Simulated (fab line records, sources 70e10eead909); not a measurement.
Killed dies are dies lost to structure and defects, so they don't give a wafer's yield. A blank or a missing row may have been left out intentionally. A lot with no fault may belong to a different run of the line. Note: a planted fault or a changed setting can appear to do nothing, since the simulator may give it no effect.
Comparing a struck lot with a sound one + flow nandHarc + 14 steps out of a route of 1302
Sound: wafers L846.4, L846.5, L846.6. Wafers L858.1, L858.2, L858.6 were the ones struck. The cause is named last.
Per side, at each step with rows, come the tool, then ch with its chambers, and then its first start. Under that, the readings that differ: sound wafers + struck wafers + difference of the means + sigmas: that difference in standard deviations of wafers without a fault.
alike: same words and numbers on both sides, and readings whose means sit less than 2 such deviations apart. not compared: any withheld reading, any reading some wafer has no value for, any bound like >300 that may hide the same value, and any number with overlapping values for which the record gives no deviation.
Wherever a step has rows on one side only, a row that says differs or no value, or a row with sigmas, the two part there. When numbers do not overlap yet have no deviation, they are printed without sigmas and do not part them. A reading missing from all wafers of one side parts the sides only when that side holds two or more wafers.

first, 5 steps without rows for these wafers: NHARC_A_CONTACT_SOFTBAKE_03 (time 55 s); NHARC_A_CONTACT_EBR_04; NHARC_A_CONTACT_EXPOSE_05 (exposes mask A CC); NHARC_A_CONTACT_PEB_06 (peb time 65 s); NHARC_A_CONTACT_DEVELOP_07 (develop time 35 s).
NHARC_A_CONTACT_CD_MEAS_08: target cd 200 nm.
  sound on cdSem-03 ch 0, day 24 16:13; struck on cdSem-01 ch 0, day 30 02:59
  alike: cdNm
NHARC_A_CONTACT_OVL_MEAS_09:
  struck on overlay-02, day 30 03:05; sound on overlay-02, day 24 16:18
  alike: overlayXNm, overlayYNm
NHARC_A_CONTACT_INSPECT_10:
  struck on defectInspect-01, day 30 03:07; sound on defectInspect-01, day 24 16:20
  alike: rawDefectCount
NHARC_A_CONTACT_DESCUM_13: chemistry O2, time 3 s.
  sound on rieDiel-08 ch 0,2,3, day 24 16:25; struck on rieDiel-08 ch 1,2,3, day 30 03:10
  alike: drypumpMotorCurrentA, oesProductAu, rfVppV, showerheadPlenumPTorr, throttleValvePct
  not compared: rfHoursCounterH
NHARC_A_CONTACT_ETCH_88: etches the open film in CF4, target depth 39 nm, time 65 s.
  sound on rieDiel-08 ch 0,2,3, day 24 16:30; struck on rieDiel-08 ch 1,2,3, day 30 03:17
  alike: chamberPressureMTorr, drypumpMotorCurrentA, oesProductAu, rfVppV, showerheadPlenumPTorr, throttleValvePct
  not compared: rfHoursCounterH
NHARC_A_CONTACT_ETCH_89: etches the open film in N2/H2, target depth 260 nm, time 475.3 s.
  sound: rieDiel-08 ch 1,2,3; struck: rieDiel-08 ch 1,2,3
  alike: chamberPressureMTorr, drypumpMotorCurrentA, oesProductAu, rfVppV, showerheadPlenumPTorr, throttleValvePct
  not compared: rfHoursCounterH
NHARC_A_CONTACT_ETCH_30: etches the open film in CF4/CHF3, target depth 72.6 nm, time 36.3 s.
  sound: rieDiel-08 ch 0,1,2; struck: rieDiel-08 ch 2,3
| reading              | sound                | struck               | difference | sigmas |
|----------------------|----------------------|----------------------|------------|--------|
| throttleValvePct (%) | 16.778 16.783 16.787 | 16.813 16.812 16.800 | +0.026     | +3     |
  alike: chamberPressureMTorr, drypumpMotorCurrentA, oesProductAu, rfVppV, showerheadPlenumPTorr
  not compared: rfHoursCounterH
NHARC_A_CONTACT_ETCH_31: etches the open film in O2/COS, target depth 2800 nm, time 728 s.
  sound on rieDiel-08 ch 2,3, day 24 16:59; struck on rieDiel-08 ch 2,3, day 30 03:54
| reading                      | sound                | struck               | difference | sigmas      |
|------------------------------|----------------------|----------------------|------------|-------------|
| chamberPressureMTorr (mTorr) | 19.994 19.994 20.025 | 18.089 18.107 18.093 | -1.908     | -99 or more |
  alike: drypumpMotorCurrentA, oesProductAu, rfVppV, showerheadPlenumPTorr, throttleValvePct
  not compared: rfHoursCounterH
NHARC_A_CONTACT_ETCH_134: etches the open film in C4F8/O2/Ar, time 140 s, target depth 700 nm.
  sound on harCapEtch-02 ch 0,1, day 24 17:37; struck on harCapEtch-02 ch 0,1, day 30 04:32
  alike: chamberPressureMTorr
  not compared: rfHoursCounterH

== WHERE THEY PART ==
Last at NHARC_A_CONTACT_ETCH_31 as far as this record goes, first at NHARC_A_CONTACT_ETCH_30. Later steps at which nothing parts them and some readings are alike: NHARC_A_CONTACT_ETCH_134.

WHY: whatever the simulator had introduced
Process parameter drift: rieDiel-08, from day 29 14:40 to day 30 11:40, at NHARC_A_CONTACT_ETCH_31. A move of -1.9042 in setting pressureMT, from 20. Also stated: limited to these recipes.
